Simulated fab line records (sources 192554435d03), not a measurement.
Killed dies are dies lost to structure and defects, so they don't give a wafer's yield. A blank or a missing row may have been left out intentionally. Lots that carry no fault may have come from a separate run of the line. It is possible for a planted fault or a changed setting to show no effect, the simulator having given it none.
Chamber matching + flow n5_finfet + 4 sister chambers for N5_SD_EPI_P_ETCH_16 on rie_diel-04
The step etches SiO2 in CHF3/O2, target depth 5 nm. 18 wafers are shown with their chamber, then 9 later ones without.

## WAFERS, EACH WITH ITS CHAMBER
| wafer  | chamber | throttle_valve_pct (%) | rf_vpp_V (V) | showerhead_plenum_p_Torr (Torr) |
|--------|---------|------------------------|--------------|---------------------------------|
| L081.2 | 3       | 19.14                  | 534          | 2.31                            |
| L081.3 | 0       | 19.45                  | 523          | 2.48                            |
| L081.5 | 1       | 18.94                  | 536          | 2.45                            |
| L082.3 | 0       | 19.46                  | 525          | 2.48                            |
| L082.4 | 3       | 19.16                  | 533          | 2.31                            |
| L082.5 | 1       | 18.92                  | 537          | 2.45                            |
| L087.1 | 3       | 19.16                  | 535          | 2.30                            |
| L087.5 | 2       | 19.01                  | 551          | 2.49                            |
| L087.6 | 3       | 19.16                  | 532          | 2.30                            |
| L089.1 | 0       | 19.46                  | 523          | 2.47                            |
| L089.4 | 1       | 18.94                  | 536          | 2.44                            |
| L089.5 | 1       | 18.96                  | 536          | 2.44                            |
| L091.2 | 0       | 19.46                  | 524          | 2.47                            |
| L091.3 | 3       | 19.16                  | 532          | 2.30                            |
| L091.6 | 3       | 19.17                  | 533          | 2.30                            |
| L094.1 | 2       | 19.04                  | 551          | 2.48                            |
| L094.5 | 3       | 19.17                  | 533          | 2.30                            |
| L094.6 | 0       | 19.47                  | 522          | 2.47                            |

SIGNATURES, as means of the wafers listed above
| reading                  | chamber 0 | chamber 1 | chamber 2 | chamber 3 | scatter within a chamber |
|--------------------------|-----------|-----------|-----------|-----------|--------------------------|
| throttle_valve_pct       | 19.4600   | 18.9400   | 19.0250   | 19.1600   | 0.0121                   |
| rf_vpp_V                 | 523.40    | 536.25    | 551.00    | 533.14    | 0.956                    |
| showerhead_plenum_p_Torr | 2.4740    | 2.4450    | 2.4850    | 2.3029    | 0.00543                  |
Rule: distance of a wafer from a chamber = root of the sum over the readings of ((wafer's reading minus chamber's mean) / reading's scatter) squared. If the next closest chamber is less than 2 further off than the closest, the wafer can't be placed; otherwise it belongs to the closest. The scatter is the square root of a quotient: the sum, over the shown wafers, of each reading's squared deviation from its chamber's mean, divided by wafers minus chambers.

## WAFERS WHOSE CHAMBER IS MISSING
| wafer  | throttle_valve_pct (%) | rf_vpp_V (V) | showerhead_plenum_p_Torr (Torr) |
|--------|------------------------|--------------|---------------------------------|
| L095.2 | 19.04                  | 552          | 2.48                            |
| L095.3 | 18.99                  | 537          | 2.44                            |
| L095.4 | 19.49                  | 522          | 2.47                            |
| L096.2 | 18.96                  | 535          | 2.44                            |
| L096.4 | 19.18                  | 533          | 2.30                            |
| L096.6 | 18.97                  | 536          | 2.44                            |
| L097.3 | 19.49                  | 524          | 2.47                            |
| L097.5 | 18.96                  | 536          | 2.44                            |
| L097.6 | 19.05                  | 550          | 2.48                            |

## WHICH CHAMBER EACH ONE RAN IN
| wafer  | from the rows above | in truth |
|--------|---------------------|----------|
| L095.2 | 2                   | 2        |
| L095.3 | 1                   | 1        |
| L095.4 | 0                   | 0        |
| L096.2 | 1                   | 1        |
| L096.4 | 3                   | 3        |
| L096.6 | 1                   | 1        |
| L097.3 | 0                   | 0        |
| L097.5 | 1                   | 1        |
| L097.6 | 2                   | 2        |
Placed correctly: 9 of 9. Can't be placed from these rows: 0. Wrongly placed: 0.
